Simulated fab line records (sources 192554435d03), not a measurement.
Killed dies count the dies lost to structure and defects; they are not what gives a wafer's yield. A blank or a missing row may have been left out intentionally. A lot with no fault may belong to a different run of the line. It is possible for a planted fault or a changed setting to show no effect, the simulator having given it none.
Matching of chambers || flow n5-finfet || N5_BEOL_M11_DESCUM_16 on rie-diel-05: 4 sister chambers
The step chemistry O2, time 7.9 s. 4 wafers are shown with their chamber, then 8 later ones without.

EACH WAFER AND ITS CHAMBER
{"wafer": "L082.1", "chamber": 1, "throttle-valve-pct (%)": 20.36}
{"wafer": "L082.3", "chamber": 3, "throttle-valve-pct (%)": 20.64}
{"wafer": "L082.4", "chamber": 0, "throttle-valve-pct (%)": 20.26}
{"wafer": "L084.1", "chamber": 2, "throttle-valve-pct (%)": 20.66}

WAFERS MISSING THEIR CHAMBER
{"wafer": "L084.2", "throttle-valve-pct (%)": 20.27}
{"wafer": "L084.5", "throttle-valve-pct (%)": 20.27}
{"wafer": "L087.2", "throttle-valve-pct (%)": 20.66}
{"wafer": "L087.4", "throttle-valve-pct (%)": 20.37}
{"wafer": "L087.6", "throttle-valve-pct (%)": 20.36}
{"wafer": "L092.2", "throttle-valve-pct (%)": 20.27}
{"wafer": "L092.3", "throttle-valve-pct (%)": 20.67}
{"wafer": "L092.5", "throttle-valve-pct (%)": 20.36}

WHICH CHAMBER EACH WENT THROUGH
{"wafer": "L084.2", "from the rows above": 0, "in truth": 0}
{"wafer": "L084.5", "from the rows above": 0, "in truth": 0}
{"wafer": "L087.2", "from the rows above": 2, "in truth": 2}
{"wafer": "L087.4", "from the rows above": 1, "in truth": 1}
{"wafer": "L087.6", "from the rows above": 1, "in truth": 1}
{"wafer": "L092.2", "from the rows above": 0, "in truth": 0}
{"wafer": "L092.3", "from the rows above": 2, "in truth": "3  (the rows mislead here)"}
{"wafer": "L092.5", "from the rows above": 1, "in truth": 1}
7 of 8 placed correctly. Number that these rows cannot place: 0. Placed wrongly: 1.
How it was worked out, from the rows above alone: a wafer's distance from a chamber is the root of the sum, over the readings, of the square of ((its reading less the chamber's mean) divided by the reading's scatter). If the next closest chamber is less than 2 further off than the closest, the wafer can't be placed; otherwise it belongs to the closest. Each chamber's mean is taken over the wafers shown for it. The scatter: with one shown wafer a chamber, the root of the mean of the squares of how far each hidden wafer lies from its nearest shown one.
